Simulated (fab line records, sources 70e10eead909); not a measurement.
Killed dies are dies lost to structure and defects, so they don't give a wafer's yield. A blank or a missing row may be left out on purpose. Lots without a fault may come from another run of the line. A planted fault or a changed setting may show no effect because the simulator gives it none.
A struck lot beside a sound one | flow nand_harc | 15 steps out of a route of 1302
Sound: wafers L394.1, L394.5, L394.6. Struck: wafers L406.1, L406.5, L406.6. The cause comes at the end.
At each step with rows: each side's tool, then ch and its chambers, then its first start. Under that, the readings that differ: sound wafers | struck wafers | difference of the means | sigmas: that difference in standard deviations of wafers without a fault.
alike: readings whose means differ by less than 2 such deviations, and words and numbers that are the same on both sides. not compared: withheld readings, readings that some wafer has no value for, bounds like >300 that may hide the same value, and numbers for which the record gives no deviation and whose values overlap.
The two part at a step that has a row with sigmas, a row that says differs or no value, or rows on one side only. Numbers that don't overlap but have no deviation are shown without sigmas and don't part them. A reading that every wafer of one side lacks parts them only if that side has two wafers or more.

first, 6 steps without rows for these wafers: NHARC_A_DECK1_JOINT_CVD_34 (deposits SiNx, target thk 20 nm); NHARC_A_DECK1_JOINT_DEP_06 (deposits SiOx, target thk 80 nm); NHARC_A_DECK1_JOINT_CURE_26 (time 32 s); NHARC_A_DECK1_JOINT_ANNEAL_27 (time 3600 s); NHARC_A_DECK1_JOINT_ANNEAL_28 (time 1800 s); NHARC_A_DECK1_JOINT_ANNEAL_29 (time 1800 s).
NHARC_A_DECK1_JOINT_CMP_02: polishes SiOx.
  sound on cmp-03 ch 1,2,3, day 12 15:11; struck on cmp-03 ch 0,2,3, day 17 22:59
  alike: motor_current_A
then, 1 step without rows for these wafers: NHARC_A_DECK1_JOINT_SRD_15.
NHARC_A_DECK1_JOINT_DEP_16: deposits SiO2, target thk 45 nm.
  sound on pecvd-01 ch 0,1,2, day 12 15:35; struck on pecvd-01 ch 1,2, day 17 23:20
  alike: heater_power_w, throttle_valve_pct
NHARC_A_DECK1_JOINT_THK_MEAS_17: measures by ellipsometry.
  sound on film_metro-01, day 12 15:50; struck on film_metro-02, day 17 23:35
  alike: thk_nm
NHARC_A_DECK1_JOINT_INSPECT_05:
  sound on defect_inspect-01, day 12 15:52; struck on defect_inspect-01, day 17 23:37
  alike: raw_defect_count
NHARC_A_ONON_D2_DEP_00: target thk 1000 nm.
  sound on pecvd_onon-02 ch 0, day 12 15:56; struck on pecvd_onon-02 ch 0, day 17 23:41
NHARC_A_ONON_D2_THK_MEAS_02: measures by ellipsometry.
  sound on film_metro-01, day 12 16:27; struck on film_metro-01, day 18 00:11
  reading     | sound       | struck         | difference | sigmas
  thk_nm (nm) | 995 994 995 | 1662 1659 1659 | +665       | +67
then, 1 step without rows for these wafers: NHARC_A_ONON_D2_DEP_03 (target thk 1000 nm).
-- the record jumps here: 12 days lie between the struck wafers' starts before and after (it left off in module A_ONON_D2 and takes up again in module END, whose first step shown is number 1302 of the route) --
NHARC_END_SORT_01:
  the record has rows for the struck wafers here (prober-01 ch 0, day 29 18:44) and none for the sound ones

WHERE THEY PART
First at NHARC_A_ONON_D2_THK_MEAS_02; last, within this record, at NHARC_END_SORT_01.

WHY: what the simulator had put in
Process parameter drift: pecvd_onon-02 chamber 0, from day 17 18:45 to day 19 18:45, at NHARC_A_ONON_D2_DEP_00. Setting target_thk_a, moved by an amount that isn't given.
